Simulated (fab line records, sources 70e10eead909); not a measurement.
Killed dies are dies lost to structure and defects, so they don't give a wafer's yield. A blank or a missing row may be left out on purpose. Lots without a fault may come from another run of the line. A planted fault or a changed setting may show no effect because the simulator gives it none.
Which tool did it? | flow nand_harc | 10 lots, 30 wafers sampled, at 5 steps of a route of 1159

WHAT THE GAUGES READ, wafer by wafer
NHARC_END_SORT_01.
lot  | measured     | on        | defect_limited_yield (%) | killed_at_array | killed_at_other | killed_at_periphery | killed_dies | killed_open | killed_short | sort_bin_2_pct (%) | sort_bin_3_pct (%) | sort_bin_4_pct (%) | sort_n_pass | sort_rim_yield_pct (%) | sort_yield_pct (%)
L225 | day 19 12:35 | prober-02 | 94.8 95.3 95.4           | 28 27 25        | 2 1 0           | 5 4 6               | 35 32 31    | 5 1 1       | 2 2 2        | 1.5 0.9 1.5        | 0 0.15 0           | 3.7 3.7 3.1        | 642 645 646 | 100.0 97.2 97.2        | 94.8 95.3 95.4
L226 | day 19 23:23 | prober-02 | 95.9 95.4 96.2           | 25 27 23        | 2 2 0           | 1 2 3               | 28 31 26    | 2 3 6       | 0 0 2        | 1.2 1.6 1.3        | 0.30 0.15 0.30     | 2.7 2.8 2.2        | 649 646 651 | 98.1 97.2 98.1         | 95.9 95.4 96.2
L228 | day 20 06:20 | prober-02 | 95.6 97.2 96.3           | 27 19 20        | 1 0 0           | 2 0 5               | 30 19 25    | 7 5 11      | 1 4 2        | 1.0 0.9 1.3        | 0 0.30 0.30        | 3.4 1.6 2.1        | 647 658 652 | 97.2 96.2 97.2         | 95.6 97.2 96.3
L230 | day 20 15:22 | prober-02 | 97.8 95.0 96.3           | 13 29 19        | 0 1 0           | 2 4 6               | 15 34 25    | 3 3 3       | 1 6 0        | 0.3 1.3 0.9        | 0.44 0.15 0.59     | 1.5 3.5 2.2        | 662 643 652 | 96.2 92.5 93.4         | 97.8 95.0 96.3
L229 | day 20 15:22 | prober-01 | 96.8 96.2 96.6           | 18 18 17        | 3 4 5           | 1 4 1               | 22 26 23    | 1 4 2       | 1 3 1        | 0.6 1.2 0.9        | 0.44 0.30 0.44     | 2.2 2.4 2.1        | 655 651 654 | 97.2 94.3 98.1         | 96.8 96.2 96.6
L231 | day 21 01:21 | prober-01 | 94.7 93.5 96.5           | 27 34 19        | 2 5 2           | 7 5 3               | 36 44 24    | 5 2 3       | 4 3 0        | 2.1 2.8 1.2        | 0.30 0.15 0.30     | 3.0 3.5 2.1        | 641 633 653 | 98.1 97.2 99.1         | 94.7 93.5 96.5
L235 | day 21 11:22 | prober-02 | 93.9 96.0 96.8           | 39 25 22        | 1 0 0           | 1 2 0               | 41 27 22    | 4 3 2       | 0 2 1        | 1.9 2.1 0.6        | 0.44 0.30 0.30     | 3.7 1.6 2.4        | 636 650 655 | 98.1 98.1 100.0        | 93.9 96.0 96.8
L241 | day 23 14:46 | prober-01 | 95.4 94.7 0              | 28 35 35        | 0 0 1           | 3 1 641             | 31 36 677   | 4 2 5       | 1 1 0        | 1.9 1.2 96.0       | 0 0.15 0.44        | 2.7 4.0 3.5        | 646 641 0   | 96.2 98.1 0            | 95.4 94.7 0
L244 | day 24 12:14 | prober-01 | 97.0 97.0 96.8           | 17 18 18        | 0 0 0           | 3 2 4               | 20 20 22    | 1 2 4       | 0 2 4        | 1.0 1.2 0.9        | 0.15 0 0           | 1.8 1.8 2.4        | 657 657 655 | 95.3 97.2 95.3         | 97.0 97.0 96.8
L246 | day 24 12:17 | prober-02 | 96.2 96.0 95.6           | 21 22 25        | 0 0 0           | 5 5 5               | 26 27 30    | 3 2 7       | 1 6 3        | 1.2 1.6 1.3        | 0.44 0 0.15        | 2.2 2.4 3.0        | 651 650 647 | 95.3 94.3 93.4         | 96.2 96.0 95.6

WHICH TOOL RAN EACH LOT (tool, then ch and the chambers of the sampled wafers, then the start)
lot  | NHARC_P_BONDPAD_DESCUM_11          | NHARC_P_BONDPAD_ETCH_37            | NHARC_P_BONDPAD_ETCH_12            | NHARC_P_BONDPAD_STRIP_15
L225 | rie_diel-07 ch 0,2,3, day 6 09:17  | rie_diel-07 ch 0,1,3, day 6 09:23  | rie_diel-07 ch 1,3, day 6 09:28    | rie_diel-06 ch 2,3, day 6 09:40
L226 | rie_diel-08 ch 0,2, day 7 01:24    | rie_diel-08 ch 1,2,3, day 7 01:29  | rie_diel-08 ch 1,2,3, day 7 01:34  | rie_diel-06 ch 0,1, day 7 01:48
L228 | rie_diel-08 ch 0,1,2, day 7 02:46  | rie_diel-08 ch 0,2,3, day 7 02:50  | rie_diel-08 ch 0,1,2, day 7 02:56  | rie_diel-08 ch 1,2,3, day 7 03:09
L230 | rie_diel-08 ch 1,2,3, day 7 14:20  | rie_diel-08 ch 0,3, day 7 14:29    | rie_diel-08 ch 0,2,3, day 7 14:35  | rie_diel-08 ch 0,3, day 7 14:47
L229 | rie_diel-08 ch 0,1,2, day 7 14:27  | rie_diel-08 ch 0,1, day 7 14:31    | rie_diel-08 ch 0,1, day 7 14:38    | rie_diel-08 ch 0,1,3, day 7 14:55
L231 | rie_diel-08 ch 1,3, day 8 04:22    | rie_diel-08 ch 1,3, day 8 04:27    | rie_diel-08 ch 0,1, day 8 04:32    | rie_diel-08 ch 1,3, day 8 04:45
L235 | rie_diel-08 ch 1,2, day 9 02:44    | rie_diel-08 ch 1,2,3, day 9 02:50  | rie_diel-08 ch 0,3, day 9 02:55    | rie_diel-06 ch 0,1,3, day 9 03:08
L241 | rie_diel-08 ch 0,2,3, day 10 14:30 | rie_diel-08 ch 0,1,2, day 10 14:35 | rie_diel-08 ch 0,1,2, day 10 14:41 | rie_diel-08 ch 0,2,3, day 10 14:53
L244 | rie_diel-07 ch 1,2,3, day 11 11:11 | rie_diel-07 ch 1,2,3, day 11 11:16 | rie_diel-07 ch 1,3, day 11 11:22   | rie_diel-08 ch 0,1,2, day 11 11:35
L246 | rie_diel-07 ch 0,1,3, day 11 17:23 | rie_diel-07 ch 1,2, day 11 17:41   | rie_diel-07 ch 0,2,3, day 11 17:49 | rie_diel-08 ch 0,1,2, day 11 18:03
- NHARC_P_BONDPAD_DESCUM_11: chemistry O2, time 3 s.
- NHARC_P_BONDPAD_ETCH_37: etches the open film in N2/H2, target depth 60 nm, overetch 18 nm, time 65.91 s.
- NHARC_P_BONDPAD_ETCH_12: etches the open film in CHF3/O2, target depth 200 nm, time 100 s.
- NHARC_P_BONDPAD_STRIP_15: strips in O2.

WHAT THE TOOLS THEMSELVES READ (means of the sampled wafers that have a number; where no wafer has one, the mark that the record gives instead)
NHARC_P_BONDPAD_DESCUM_11.
lot  | tool        | drypump_motor_current_A (A) | oes_product_au (a.u.) | rf_vpp_V (V) | showerhead_plenum_p_Torr (Torr) | throttle_valve_pct (%)
L225 | rie_diel-07 | 5.93                        | 0.991                 | 58.8         | 2.04                            | 11.309
L226 | rie_diel-08 | 5.93                        | 1.007                 | 57.7         | 1.99                            | 11.312
L228 | rie_diel-08 | 6.07                        | 1.008                 | 58.2         | 1.97                            | 11.305
L230 | rie_diel-08 | 5.99                        | 1.009                 | 57.7         | 1.95                            | 11.309
L229 | rie_diel-08 | 6.04                        | 1.004                 | 58.2         | 1.97                            | 11.317
L231 | rie_diel-08 | 6.11                        | 1.003                 | 57.5         | 1.94                            | 11.310
L235 | rie_diel-08 | 6.07                        | 1.012                 | 58.2         | 2.01                            | 11.307
L241 | rie_diel-08 | 5.85                        | 1.010                 | 57.6         | 1.92                            | 11.313
L244 | rie_diel-07 | 5.62                        | 1.004                 | 57.6         | 1.99                            | 11.310
L246 | rie_diel-07 | 5.75                        | 1.008                 | 57.4         | 1.97                            | 11.308

NHARC_P_BONDPAD_ETCH_37.
lot  | tool        | drypump_motor_current_A (A) | oes_product_au (a.u.) | rf_fwd_power_W (W) | rf_vpp_V (V) | showerhead_plenum_p_Torr (Torr) | throttle_valve_pct (%)
L225 | rie_diel-07 | 5.74                        | 0.995                 | 395.9              | 431.8        | 2.12                            | 14.174
L226 | rie_diel-08 | 6.01                        | 1.001                 | 398.0              | 432.0        | 2.08                            | 14.170
L228 | rie_diel-08 | 5.85                        | 1.017                 | 397.8              | 430.5        | 2.05                            | 14.164
L230 | rie_diel-08 | 5.82                        | 1.006                 | 398.4              | 430.2        | 2.01                            | 14.169
L229 | rie_diel-08 | 6.19                        | 1.000                 | 396.9              | 431.9        | 2.09                            | 14.170
L231 | rie_diel-08 | 6.12                        | 1.001                 | 398.6              | 430.7        | 2.07                            | 14.172
L235 | rie_diel-08 | 5.98                        | 1.009                 | 398.8              | 431.4        | 2.08                            | 14.164
L241 | rie_diel-08 | 6.08                        | 1.002                 | 398.1              | 433.5        | 2.10                            | 14.176
L244 | rie_diel-07 | 5.64                        | 1.006                 | 397.5              | 431.8        | 2.12                            | 14.178
L246 | rie_diel-07 | 5.63                        | 1.013                 | 397.1              | 431.9        | 2.08                            | 14.172

NHARC_P_BONDPAD_ETCH_12.
lot  | tool        | drypump_motor_current_A (A) | oes_product_au (a.u.) | rf_fwd_power_W (W) | rf_vpp_V (V) | showerhead_plenum_p_Torr (Torr) | throttle_valve_pct (%)
L225 | rie_diel-07 | 5.46                        | 0.931                 | 497.6              | 371.1        | 2.44                            | 20.575
L226 | rie_diel-08 | 5.99                        | 0.969                 | 497.8              | 371.5        | 2.45                            | 20.572
L228 | rie_diel-08 | 6.07                        | 0.983                 | 498.5              | 372.7        | 2.47                            | 20.570
L230 | rie_diel-08 | 5.84                        | 0.936                 | 499.1              | 370.4        | 2.42                            | 20.577
L229 | rie_diel-08 | 6.07                        | 0.926                 | 497.5              | 371.0        | 2.42                            | 20.568
L231 | rie_diel-08 | 6.18                        | 0.920                 | 497.2              | 372.0        | 2.46                            | 20.582
L235 | rie_diel-08 | 5.85                        | 0.984                 | 498.1              | 369.2        | 2.37                            | 20.571
L241 | rie_diel-08 | 6.09                        | 0.859                 | 431.3              | 372.3        | 2.47                            | 20.574
L244 | rie_diel-07 | 5.44                        | 0.976                 | 497.5              | 371.1        | 2.42                            | 20.573
L246 | rie_diel-07 | 5.93                        | 0.948                 | 497.4              | 373.8        | 2.53                            | 20.570

NHARC_P_BONDPAD_STRIP_15.
lot  | tool        | drypump_motor_current_A (A) | oes_product_au (a.u.) | rf_vpp_V (V) | showerhead_plenum_p_Torr (Torr) | throttle_valve_pct (%)
L225 | rie_diel-06 | 5.96                        | 1.006                 | 57.4         | 3.63                            | 17.051
L226 | rie_diel-06 | 6.30                        | 1.002                 | 57.1         | 3.44                            | 17.041
L228 | rie_diel-08 | 5.97                        | 1.012                 | 57.6         | 3.60                            | 17.036
L230 | rie_diel-08 | 5.76                        | 1.005                 | 58.5         | 3.44                            | 17.037
L229 | rie_diel-08 | 6.00                        | 0.999                 | 58.3         | 3.53                            | 17.034
L231 | rie_diel-08 | 5.89                        | 1.002                 | 59.0         | 3.49                            | 17.037
L235 | rie_diel-06 | 6.12                        | 0.997                 | 57.8         | 3.51                            | 17.036
L241 | rie_diel-08 | 5.84                        | 1.008                 | 57.9         | 3.55                            | 17.041
L244 | rie_diel-08 | 6.08                        | 1.002                 | 58.0         | 3.63                            | 17.031
L246 | rie_diel-08 | 6.05                        | 1.003                 | 58.2         | 3.63                            | 17.023

THE ANSWER, worked out from the rows above alone
Rule: what is usual is taken from the lots themselves. Put in order of their means at a reading, lots are off if they are a third of the lots or fewer, leave a main group of 4 or more, and stand apart from it by a gap of 3 or more times the standard deviation of the main group's means; of several such gaps the widest counts. A main group whose means are all the same, to the digits that the tables above print for the reading, isn't used. A lot without any number at a reading at which 4 lots or more have one is off too. The other lots that the step has rows for count as sound. The gauges are gone through in route order, then the tools' own readings, and for those a lot's mean is taken as printed above. The first step at which some lot is off is used, and at that step the reading that is off furthest; a lot without a number counts as furthest.
Off: L241, at NHARC_END_SORT_01 (killed_at_periphery). The main group: mean 3.3, standard deviation 1.4.
A tool fits if, at a process step before that reading, it ran every lot that is off, and no sound lot after the first of them. The gauges at NHARC_END_SORT_01 aren't tried: what is off there is off at NHARC_P_BONDPAD_ETCH_12 too, on other tools, and a gauge's error can't cause that. One fits: rie_diel-08 at NHARC_P_BONDPAD_DESCUM_11 and NHARC_P_BONDPAD_ETCH_37 and NHARC_P_BONDPAD_ETCH_12. At NHARC_P_BONDPAD_DESCUM_11 its last sound lot is L235 (day 9 02:44), its first lot that is off L241 (day 10 14:30): a fault that began between those two fits.

WHAT THE SIMULATOR HAD PUT IN
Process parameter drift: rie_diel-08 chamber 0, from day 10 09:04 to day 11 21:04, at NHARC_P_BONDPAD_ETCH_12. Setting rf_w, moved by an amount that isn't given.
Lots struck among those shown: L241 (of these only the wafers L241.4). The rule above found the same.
